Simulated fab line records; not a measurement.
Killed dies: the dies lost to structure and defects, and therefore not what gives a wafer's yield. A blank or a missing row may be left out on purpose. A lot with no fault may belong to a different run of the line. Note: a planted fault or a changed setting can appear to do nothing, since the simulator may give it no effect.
Comparing a struck lot with a sound one + flow nand harc + 15 out of 1302 route steps
Sound: these wafers, L588.3, L588.4, L588.5. Struck: wafer L607.1. (L607.4, L607.6 of the same lot were not struck and are left out.) The cause comes at the end.
Each step with rows lists, per side, the tool, then ch with its chambers, then its first start. Under that, the readings that differ: sound wafers + struck wafers + difference of the means + sigmas: that difference in standard deviations of wafers without a fault.
alike: words and numbers the same on both sides, and readings whose means are apart by under 2 such deviations; not compared: readings that were withheld, readings missing a value for some wafer, numbers with overlapping values and no deviation given by the record, and bounds like >300 which may hide the same value.
Wherever a step has rows on one side only, a row that says differs or no value, or a row with sigmas, the two part there. Non-overlapping numbers with no deviation appear without sigmas and do not part them. Lack of a reading on every wafer of one side parts them only where that side has two or more wafers.

first, 7 steps without rows for these wafers: NHARC_P_BONDPAD_COAT_36 (time 65 s); NHARC_P_BONDPAD_COAT_03 (resist thk 600 nm); NHARC_P_BONDPAD_SOFTBAKE_04 (time 70 s); NHARC_P_BONDPAD_EBR_05; NHARC_P_BONDPAD_EXPOSE_06 (exposes mask P BPAD); NHARC_P_BONDPAD_PEB_07 (peb time 80 s); NHARC_P_BONDPAD_DEVELOP_08 (time 50 s).
NHARC_P_BONDPAD_CD_MEAS_09 targets a cd of 500 nm.
  sound on cd sem-03 ch 0, day 7 19:27; struck on cd sem-01 ch 0, day 15 21:34
  alike: cd nm
NHARC_P_BONDPAD_OVL_MEAS_38:
  sound on overlay-02, day 7 19:32; struck on overlay-02, day 15 21:40
| reading           | sound    | struck | difference | sigmas |
|-------------------|----------|--------|------------|--------|
| overlay y nm (nm) | 21 21 21 | 4      | -17        | -2     |
  alike: overlay x nm
then, 1 step without rows for these wafers: NHARC_P_BONDPAD_HARDBAKE_10 (time 65 s).
NHARC_P_BONDPAD_DESCUM_11: chemistry O2, time 3 s.
  sound on rie diel-08 ch 1,2, day 7 19:40; struck on rie diel-08 ch 1, day 15 21:47
  alike: drypump motor current A, oes product au, rf vpp V, showerhead plenum p Torr, throttle valve pct
  not compared: rf hours counter h
NHARC_P_BONDPAD_ETCH_37: etches the open film in N2/H2, target depth 60 nm, overetch 18 nm, time 65.91 s.
  sound on rie diel-08 ch 0,1, day 7 19:45; struck on rie diel-08 ch 1, day 15 21:53
  alike: drypump motor current A, n2 flow sccm, oes product au, rf vpp V, run length s, showerhead plenum p Torr, throttle valve pct
  not compared: rf hours counter h
NHARC_P_BONDPAD_ETCH_12: etches the open film in CHF3/O2, target depth 200 nm, time 100 s.
  sound on rie diel-08 ch 0,2,3, day 7 19:51; struck on rie diel-08 ch 1, day 15 21:58
| reading          | sound             | struck | difference | sigmas      |
|------------------|-------------------|--------|------------|-------------|
| run length s (s) | 121.4 121.1 120.9 | 53.3   | -67.8      | -99 or more |
  alike: drypump motor current A, oes product au, rf vpp V, showerhead plenum p Torr, throttle valve pct
  not compared: rf hours counter h
NHARC_P_BONDPAD_CD_MEAS_13:
  sound on cd sem-01, day 7 19:59; struck on cd sem-01, day 15 22:06
  alike: cd nm
-- record jumps: 17 days between struck wafers' starts before vs after; left off in module P_BONDPAD, resumes in module END, first step shown is number 1302 of the route --
NHARC_END_SORT_01:
  the record has rows for the struck wafers here (prober-01 ch 0, day 33 04:29) and none for the sound ones

== WHERE THEY PART ==
First at NHARC_P_BONDPAD_OVL_MEAS_38; last, within this record, at NHARC_END_SORT_01.

WHY: the cause the simulator had injected
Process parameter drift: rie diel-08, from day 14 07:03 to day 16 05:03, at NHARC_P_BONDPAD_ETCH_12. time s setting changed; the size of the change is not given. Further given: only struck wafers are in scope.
